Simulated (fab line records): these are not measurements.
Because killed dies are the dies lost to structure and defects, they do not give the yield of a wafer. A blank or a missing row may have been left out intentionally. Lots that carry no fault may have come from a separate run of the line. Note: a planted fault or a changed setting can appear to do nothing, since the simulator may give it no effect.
Chamber matching :: flow nand harc :: cmp-01 running NHARC_P_BONDPAD_CMP_19: 4 sister chambers
The step polishes, t overpolish 30 s, cu recess touch 16 s, target thk 160.81 nm. 14 wafers are shown with their chamber, then 7 later ones without.

== WAFERS WITH THEIR CHAMBER ==
wafer: L522.1
chamber: 1
motor current A (A): 12.2
overpolish run s (s): 30.015

wafer: L522.3
chamber: 0
motor current A (A): 13.2
overpolish run s (s): 29.998

wafer: L522.6
chamber: 2
motor current A (A): 12.4
overpolish run s (s): 30.005

wafer: L524.2
chamber: 3
motor current A (A): 12.5
overpolish run s (s): 29.996

wafer: L524.3
chamber: 1
motor current A (A): 12.3
overpolish run s (s): 30.011

wafer: L524.4
chamber: 2
motor current A (A): 11.7
overpolish run s (s): 29.994

wafer: L529.1
chamber: 0
motor current A (A): 12.8
overpolish run s (s): 29.996

wafer: L529.4
chamber: 1
motor current A (A): 12.4
overpolish run s (s): 29.989

wafer: L529.6
chamber: 0
motor current A (A): 12.3
overpolish run s (s): 29.992

wafer: L535.2
chamber: 2
motor current A (A): 12.7
overpolish run s (s): 29.996

wafer: L535.3
chamber: 3
motor current A (A): 12.4
overpolish run s (s): 30.013

wafer: L535.4
chamber: 1
motor current A (A): 11.3
overpolish run s (s): 30.010

wafer: L538.1
chamber: 1
motor current A (A): 11.8
overpolish run s (s): 30.007

wafer: L538.4
chamber: 3
motor current A (A): 12.6
overpolish run s (s): 30.009

SIGNATURES (averages over the wafers above)
reading: motor current A
chamber 0: 12.767
chamber 1: 12.000
chamber 2: 12.267
chamber 3: 12.500
scatter within a chamber: 0.421

reading: overpolish run s
chamber 0: 29.99533
chamber 1: 30.00640
chamber 2: 29.99833
chamber 3: 30.00600
scatter within a chamber: 0.0081
Rule: for a wafer and a chamber, the distance is found by dividing, reading by reading, the gap between the wafer's reading and the chamber's mean by the reading's scatter, squaring, summing and taking the root. If the next closest chamber is less than 2 further off than the closest, the wafer can't be placed; otherwise it belongs to the closest. The scatter: the root of (the sum of the squares of (reading less its chamber's mean) over the shown wafers, divided by (wafers less chambers)).

== WAFERS WHOSE CHAMBER IS MISSING ==
wafer: L538.6
motor current A (A): 12.0
overpolish run s (s): 30.001

wafer: L542.2
motor current A (A): 12.2
overpolish run s (s): 30.004

wafer: L542.3
motor current A (A): 12.5
overpolish run s (s): 29.995

wafer: L542.5
motor current A (A): 12.1
overpolish run s (s): 30.009

wafer: L543.3
motor current A (A): 12.2
overpolish run s (s): 29.987

wafer: L543.5
motor current A (A): 11.3
overpolish run s (s): 29.991

wafer: L543.6
motor current A (A): 13.0
overpolish run s (s): 29.994

== CHAMBER TAKEN BY EACH ==
wafer: L538.6
from the rows above: can't be placed: 1 or 2 or 3 or 0
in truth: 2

wafer: L542.2
from the rows above: can't be placed: 1 or 2 or 3 or 0
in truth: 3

wafer: L542.3
from the rows above: can't be placed: 0 or 2 or 3 or 1
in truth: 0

wafer: L542.5
from the rows above: can't be placed: 1 or 3 or 2 or 0
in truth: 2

wafer: L543.3
from the rows above: can't be placed: 2 or 0 or 1 or 3
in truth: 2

wafer: L543.5
from the rows above: can't be placed: 2 or 1 or 3 or 0
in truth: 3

wafer: L543.6
from the rows above: can't be placed: 0 or 2 or 3
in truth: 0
Correctly placed: 0 of 7. From these rows, 7 cannot be placed; in 7 the true chamber is one of the candidates. Number placed wrongly: 0.
